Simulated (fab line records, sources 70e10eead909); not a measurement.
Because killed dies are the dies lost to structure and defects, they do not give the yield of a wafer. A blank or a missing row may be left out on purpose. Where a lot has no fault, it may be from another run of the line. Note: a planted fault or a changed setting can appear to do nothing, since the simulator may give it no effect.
Struck lot and sound lot, side by side + flow nandHarc + 15 steps out of a route of 1302
Sound: the wafers L801.1, L801.3, L801.4. Struck: wafer L808.1. (L808.3 of the same lot was not struck and is left out.) The cause comes at the end.
Each step with rows lists, per side, the tool, then ch with its chambers, then its first start. Under that, the readings that differ: sound wafers + struck wafers + difference of the means + sigmas: that difference in standard deviations of wafers without a fault.
alike: words and numbers the same on both sides, and readings whose means are apart by under 2 such deviations; not compared: readings that were withheld, readings missing a value for some wafer, numbers with overlapping values and no deviation given by the record, and bounds like >300 which may hide the same value.
Wherever a step has rows on one side only, a row that says differs or no value, or a row with sigmas, the two part there. Numbers that have no deviation but don't overlap get no sigmas and don't part them. Lack of a reading on every wafer of one side parts them only where that side has two or more wafers.

first, 8 steps without rows for these wafers: NHARC_A_CONTACT_COAT_61 (time 75 s); NHARC_A_CONTACT_COAT_62 (time 65 s); NHARC_A_CONTACT_COAT_63 (resist thk 90 nm); NHARC_A_CONTACT_SOFTBAKE_64 (time 55 s); NHARC_A_CONTACT_EBR_65; NHARC_A_CONTACT_EXPOSE_66 (exposes mask A CC 2); NHARC_A_CONTACT_PEB_67 (peb time 65 s); NHARC_A_CONTACT_DEVELOP_68 (develop time 35 s).
NHARC_A_CONTACT_CD_MEAS_69 targets a cd of 300 nm.
  sound on cdSem-02 ch 0, day 23 12:37; struck on cdSem-01 ch 0, day 26 15:24
  alike: cdNm
NHARC_A_CONTACT_OVL_MEAS_70:
  sound on overlay-02 at day 23 12:43; struck on overlay-01 at day 26 15:29
| reading         | sound       | struck | difference | sigmas |
|-----------------|-------------|--------|------------|--------|
| overlayXNm (nm) | 1.6 1.4 1.3 | -1.7   | -3.1       | -4     |
| overlayYNm (nm) | 2.6 2.5 2.8 | -0.1   | -2.7       | -3     |
NHARC_A_CONTACT_INSPECT_71:
  sound on defectInspect-02 at day 23 12:44; struck on defectInspect-02 at day 26 15:31
  alike: rawDefectCount
NHARC_A_CONTACT_DESCUM_74: chemistry O2, time 3 s.
  sound on rieDiel-02 ch 0,1,3, day 23 12:48; struck on rieDiel-13 ch 2, day 26 15:36
| reading             | sound    | struck | difference | sigmas |
|---------------------|----------|--------|------------|--------|
| rfHoursCounterH (h) | 51 49 50 | 17     | -33        |        |
  alike: drypumpMotorCurrentA, o2FlowSccm, oesProductAu, rfVppV, showerheadPlenumPTorr, throttleValvePct
NHARC_A_CONTACT_ETCH_75: etches the open film in CF4, target depth 39 nm, time 65 s.
  sound on rieDiel-02 ch 1,2,3, day 23 12:53; struck on rieDiel-13 ch 1, day 26 15:40
| reading             | sound          | struck | difference | sigmas |
|---------------------|----------------|--------|------------|--------|
| rfHoursCounterH (h) | 50 53 51       | 18     | -33        |        |
| runLengthS (s)      | 85.4 86.2 86.8 | 68.7   | -17.4      | -40    |
  alike: drypumpMotorCurrentA, oesProductAu, rfVppV, showerheadPlenumPTorr, throttleValvePct
NHARC_A_CONTACT_ETCH_76: etches the open film in N2/H2, target depth 260 nm, time 475.3 s.
  sound on rieDiel-02 ch 0,1,2; struck on rieDiel-13 ch 1
| reading              | sound                | struck | difference | sigmas |
|----------------------|----------------------|--------|------------|--------|
| rfHoursCounterH (h)  | 53 49 51             | 18     | -33        |        |
| throttleValvePct (%) | 14.175 14.172 14.177 | 14.149 | -0.026     | -3     |
  alike: drypumpMotorCurrentA, oesProductAu, rfVppV, runLengthS, showerheadPlenumPTorr
-- record jumps: 2 days between struck wafers' starts before vs after; left off in module A_CONTACT, resumes in module END, first step shown is number 1302 of the route --
NHARC_END_SORT_01:
  sound on prober-02 ch 0, day 26 00:40; struck on prober-01 ch 0, day 28 23:58
| reading       | sound    | struck | difference | sigmas |
|---------------|----------|--------|------------|--------|
| killedAtArray | 51 46 33 | 224    | +181       | +15    |
| killedDies    | 56 52 38 | 229    | +180       | +15    |
  alike: killedAtOther, killedAtPeriphery, killedOpen, killedShort

== WHERE THEY PART ==
First at NHARC_A_CONTACT_OVL_MEAS_70; last, within this record, at NHARC_END_SORT_01.

WHY: the cause the simulator had injected
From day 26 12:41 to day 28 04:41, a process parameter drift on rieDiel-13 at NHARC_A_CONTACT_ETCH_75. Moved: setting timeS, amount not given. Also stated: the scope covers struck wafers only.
